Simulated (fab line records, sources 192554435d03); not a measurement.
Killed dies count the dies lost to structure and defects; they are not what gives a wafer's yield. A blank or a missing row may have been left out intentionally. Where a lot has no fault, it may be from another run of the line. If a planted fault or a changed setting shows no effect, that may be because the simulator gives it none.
Problem report, 8D (eight disciplines) form, completed by code ; flow n5 finfet ; the parts of the form that need people (team, actions taken, sign-off) are left out

## 1. WHAT WENT WRONG
Wafers without a fault read 247.3 s, standard deviation 0.76; run length s at N5_BEOL_M2_CVD_47 reads a mean of 250.7 s on 4 wafers belonging to 3 lots. That puts it +4.5 standard deviations away from the usual mean.
The step: deposits Co from CCTBA/H2, target thk 3 nm, time 223.8 s.
The first sign was on wafer L327.2 at day 12 05:05, on cvd co-01. The record holds 28 wafers of 10 lots with a number at this step. Rule for "out" (also "out of limits"): further than 4 standard deviations from the usual mean. Any other wafer with a number is counted as sound.

## 2. WHAT IT IS, WHAT IT ISN'T
question;is;is not
which readings at this step;run length s;-
which lots;L327, L328, L329;L309, L314, L317, L318, L320, L321, L326
which wafers of those lots;L327.2, L328.2, L329.1, L329.2;L327.6, L328.3, L329.4
read on which tools;cvd co-01;cvd co-02
when;from day 12 05:05;"up to then (22 sound wafers); but 2 sound wafers of L328, L329 came after"

## 3. THE SUSPECTS, EACH WITH WHAT RULES IT OUT
Counting: if a tool at a process step up to the reading ran every lot that is out, it stays a suspect. Sound lots after the first of them don't rule it out here, since some wafers of a struck lot are sound.
- rie diel-06 at N5_BEOL_M2_VIA_ETCH_34 (etches the open film in C4F6/O2, target depth 69.4 nm, time 65.9 s): kept. It ran every lot that is out, first L327 (day 12 03:44); its last sound lot up to then is L320 (day 10 14:16).
- cvd co-01 at N5_BEOL_M2_CVD_47 (deposits Co from CCTBA/H2, target thk 3 nm, time 223.8 s): kept. It ran every lot that is out, first L327 (day 12 05:05); its last sound lot up to then is L320 (day 10 15:35). Out on those wafers are its own readings of run length s.
Remaining after the count are rie diel-06 at N5_BEOL_M2_VIA_ETCH_34 and cvd co-01 at N5_BEOL_M2_CVD_47.

## 4. THE CAUSE (what the simulator had put in)
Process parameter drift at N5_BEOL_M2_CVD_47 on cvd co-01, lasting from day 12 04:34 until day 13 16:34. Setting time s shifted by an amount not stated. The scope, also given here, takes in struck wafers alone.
Counting left 2 suspects, and this tool is among them.

## 5. SEQUENCE OF EFFECTS, ordered by route
Rows list readings where the struck wafers' mean (over those with a number) sits beyond 3 standard deviations from the usual. Readings are gone through only where the record gives a usual standard deviation; hours: the median, over the lots, of the time from a lot's start at the first step in this table giving one to that lot's start at this step; sigmas: the change measured in usual standard deviations.
hours;step;reading;usual;on struck wafers;change;sigmas
0;N5_BEOL_M2_CVD_47;run length s;247.3 s;250.7;+3.4;+4.5
Here are the process steps it includes:
- N5_BEOL_M2_CVD_47: deposits Co from CCTBA/H2, target thk 3 nm, time 223.8 s.
At these later measuring or inspecting steps, every struck wafer for which the step has a row has a number for every such reading, and none has moved that far: N5_BEOL_M4_RC_MEAS_101.

## 6. WHAT WOULD HAVE CAUGHT IT SOONER
In this record the first reading out of limits was taken at day 12 05:05, 1 hour after the fault began at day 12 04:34.
